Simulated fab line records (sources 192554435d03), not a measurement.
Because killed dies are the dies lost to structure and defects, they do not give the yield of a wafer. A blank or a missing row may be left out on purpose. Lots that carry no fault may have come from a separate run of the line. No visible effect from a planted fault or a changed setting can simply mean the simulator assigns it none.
Lot-split experiment :: flow n5_finfet :: 7 lots, 16 wafers read, on a route of 1938 steps

THE SPLIT ITSELF
At N5_BEOL_M5_SPUTTER_81 (material Cu, target thk 15 nm, time 27.62 s), the setting time_s was moved away from the recipe's 27.62 s on 2 of the 16 wafers read, by -11.8% to -11.1%. All remaining wafers had this setting at the recipe value.

Reading taken at the split's own step.

THE READING
Cu_of_BEOL_M5_SPUTTER_81.thk_nm (the simulator's own value, which no gauge read), in nm, at N5_BEOL_M5_SPUTTER_81 (material Cu, target thk 15 nm, time 27.62 s). There is no usual value for it anywhere in the file. Here, 14 wafers ran the recipe; their average is 15.1 nm with a standard deviation of 0.24 nm.

wafer: L074.4
tool, chamber at the split: pvd_sputter-01, -
time_s as run, s: 24.55
against the recipe: -11.1%
Cu_of_BEOL_M5_SPUTTER_81.thk_nm, nm: 13.2
against lot-mates on the recipe: -2.0

wafer: L074.5
tool, chamber at the split: pvd_sputter-01, -
time_s as run, s: 27.62
against the recipe: recipe
Cu_of_BEOL_M5_SPUTTER_81.thk_nm, nm: 15.2
against lot-mates on the recipe: -

wafer: L081.1
tool, chamber at the split: pvd_sputter-03, -
time_s as run, s: 27.62
against the recipe: recipe
Cu_of_BEOL_M5_SPUTTER_81.thk_nm, nm: 15.2
against lot-mates on the recipe: -

wafer: L081.6
tool, chamber at the split: pvd_sputter-03, -
time_s as run, s: 27.62
against the recipe: recipe
Cu_of_BEOL_M5_SPUTTER_81.thk_nm, nm: 15
against lot-mates on the recipe: -

wafer: L084.2
tool, chamber at the split: pvd_sputter-03, -
time_s as run, s: 27.62
against the recipe: recipe
Cu_of_BEOL_M5_SPUTTER_81.thk_nm, nm: 15.4
against lot-mates on the recipe: -

wafer: L084.4
tool, chamber at the split: pvd_sputter-03, -
time_s as run, s: 27.62
against the recipe: recipe
Cu_of_BEOL_M5_SPUTTER_81.thk_nm, nm: 15.6
against lot-mates on the recipe: -

wafer: L086.2
tool, chamber at the split: pvd_sputter-03, -
time_s as run, s: 27.62
against the recipe: recipe
Cu_of_BEOL_M5_SPUTTER_81.thk_nm, nm: 15.4
against lot-mates on the recipe: -

wafer: L086.3
tool, chamber at the split: pvd_sputter-03, -
time_s as run, s: 27.62
against the recipe: recipe
Cu_of_BEOL_M5_SPUTTER_81.thk_nm, nm: 15
against lot-mates on the recipe: -

wafer: L086.4
tool, chamber at the split: pvd_sputter-03, -
time_s as run, s: 27.62
against the recipe: recipe
Cu_of_BEOL_M5_SPUTTER_81.thk_nm, nm: 15
against lot-mates on the recipe: -

wafer: L088.2
tool, chamber at the split: pvd_sputter-02, -
time_s as run, s: 27.62
against the recipe: recipe
Cu_of_BEOL_M5_SPUTTER_81.thk_nm, nm: 14.8
against lot-mates on the recipe: -

wafer: L088.4
tool, chamber at the split: pvd_sputter-02, -
time_s as run, s: 27.62
against the recipe: recipe
Cu_of_BEOL_M5_SPUTTER_81.thk_nm, nm: 15
against lot-mates on the recipe: -

wafer: L093.1
tool, chamber at the split: pvd_sputter-03, -
time_s as run, s: 27.62
against the recipe: recipe
Cu_of_BEOL_M5_SPUTTER_81.thk_nm, nm: 14.8
against lot-mates on the recipe: -

wafer: L093.2
tool, chamber at the split: pvd_sputter-03, -
time_s as run, s: 27.62
against the recipe: recipe
Cu_of_BEOL_M5_SPUTTER_81.thk_nm, nm: 14.8
against lot-mates on the recipe: -

wafer: L093.3
tool, chamber at the split: pvd_sputter-03, -
time_s as run, s: 24.37
against the recipe: -11.8%
Cu_of_BEOL_M5_SPUTTER_81.thk_nm, nm: 13.4
against lot-mates on the recipe: -1.4

wafer: L094.2
tool, chamber at the split: pvd_sputter-03, -
time_s as run, s: 27.62
against the recipe: recipe
Cu_of_BEOL_M5_SPUTTER_81.thk_nm, nm: 15.2
against lot-mates on the recipe: -

wafer: L094.3
tool, chamber at the split: pvd_sputter-03, -
time_s as run, s: 27.62
against the recipe: recipe
Cu_of_BEOL_M5_SPUTTER_81.thk_nm, nm: 15
against lot-mates on the recipe: -

THE FIT
A straight line over all 16 wafers: Cu_of_BEOL_M5_SPUTTER_81.thk_nm changes by +0.157 nm for each +1% of time_s; r = +0.93; the points scatter about the line by 0.24 nm.
The same after taking each lot's own level away (the mean of its wafers on the recipe; 16 wafers): +0.148 nm for each +1%; r = +0.96; scatter 0.18 nm.
The reading moves by 1.7 nm for the largest change in time_s, on that fit.
The lots' own levels span 14.80 to 15.50 nm, that is 3.0 times the standard deviation above.
The two slopes agree, so the slope changes little with the lot-to-lot level.
Check: for one of the wafers moved furthest among these (-11.8%), held out of the fit, the line's prediction against its lot-mates is -2.12 nm. It came out at -1.4 nm against them.

OTHER SPLITS ON THESE WAFERS
Note: prior to the reading, these wafers also went through further splits. Each is held against what the fit with the lots' levels taken away leaves over:
other split on the same wafers: N5_BEOL_M2_ETCH_69 bias_w
wafers away from the commonest value: 6
r with Cu_of_BEOL_M5_SPUTTER_81.thk_nm (lot level and that fit taken away): -0.28

other split on the same wafers: N5_BEOL_M3_COAT_67 spin_rpm
wafers away from the commonest value: 2
r with Cu_of_BEOL_M5_SPUTTER_81.thk_nm (lot level and that fit taken away): +0.13

other split on the same wafers: N5_BEOL_M3_COAT_76 spin_rpm
wafers away from the commonest value: 3
r with Cu_of_BEOL_M5_SPUTTER_81.thk_nm (lot level and that fit taken away): +0.00

other split on the same wafers: N5_BEOL_M4_DESCUM_16 time_s
wafers away from the commonest value: 4
r with Cu_of_BEOL_M5_SPUTTER_81.thk_nm (lot level and that fit taken away): -0.02

other split on the same wafers: N5_BEOL_M4_ETCH_64 bias_w
wafers away from the commonest value: 7
r with Cu_of_BEOL_M5_SPUTTER_81.thk_nm (lot level and that fit taken away): +0.04

other split on the same wafers: N5_BEOL_M5_EXPOSE_08 dose_mj
wafers away from the commonest value: 4
r with Cu_of_BEOL_M5_SPUTTER_81.thk_nm (lot level and that fit taken away): -0.25

FILE'S OWN FIT
Cu_of_BEOL_M5_SPUTTER_81.thk_nm changes by +0.143 nm for each +1% of time_s, r = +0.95.
